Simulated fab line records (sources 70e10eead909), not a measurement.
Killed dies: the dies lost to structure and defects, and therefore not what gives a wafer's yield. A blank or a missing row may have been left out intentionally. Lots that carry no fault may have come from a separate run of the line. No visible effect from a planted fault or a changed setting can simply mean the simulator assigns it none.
Chamber matching	flow nandHarc	rieSi-05 running NHARC_A_CHANNEL_FILL_D2_ETCHBACK_19: 4 sister chambers
The step etches the open film in HBr/Cl2, target depth 5 nm, time 1.7 s. 4 wafers are shown with their chamber, then 8 later ones without.

## EACH WAFER AND ITS CHAMBER
wafer	chamber	drypumpMotorCurrentA (A)
L082.4	0	5.0
L085.3	3	5.8
L085.4	2	5.1
L088.1	1	6.1

## WAFERS MISSING THEIR CHAMBER
wafer	drypumpMotorCurrentA (A)
L088.5	6.1
L088.6	5.0
L093.1	5.8
L093.2	5.2
L093.4	6.1
L094.1	6.2
L094.2	5.1
L094.5	5.1

## CHAMBER TAKEN BY EACH
wafer	from the rows above	in truth
L088.5	1	1
L088.6	can't be placed: 0 or 2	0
L093.1	3	3
L093.2	can't be placed: 2 or 0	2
L093.4	1	1
L094.1	1	1
L094.2	can't be placed: 2 or 0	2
L094.5	can't be placed: 2 or 0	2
Correct placement for 4 of the 8. Not placeable from these rows: 4 (in 4, the candidates include the true chamber). Wrongly placed: 0.
How it was worked out, from the rows above alone: a wafer's distance from a chamber is the root of the sum, over the readings, of the square of ((its reading less the chamber's mean) divided by the reading's scatter). The wafer belongs to the nearest chamber; if the next one is less than 2 further off, it can't be placed. The mean given for a chamber averages the wafers shown for that chamber. The scatter: with one shown wafer a chamber, the root of the mean of the squares of how far each hidden wafer lies from its nearest shown one.
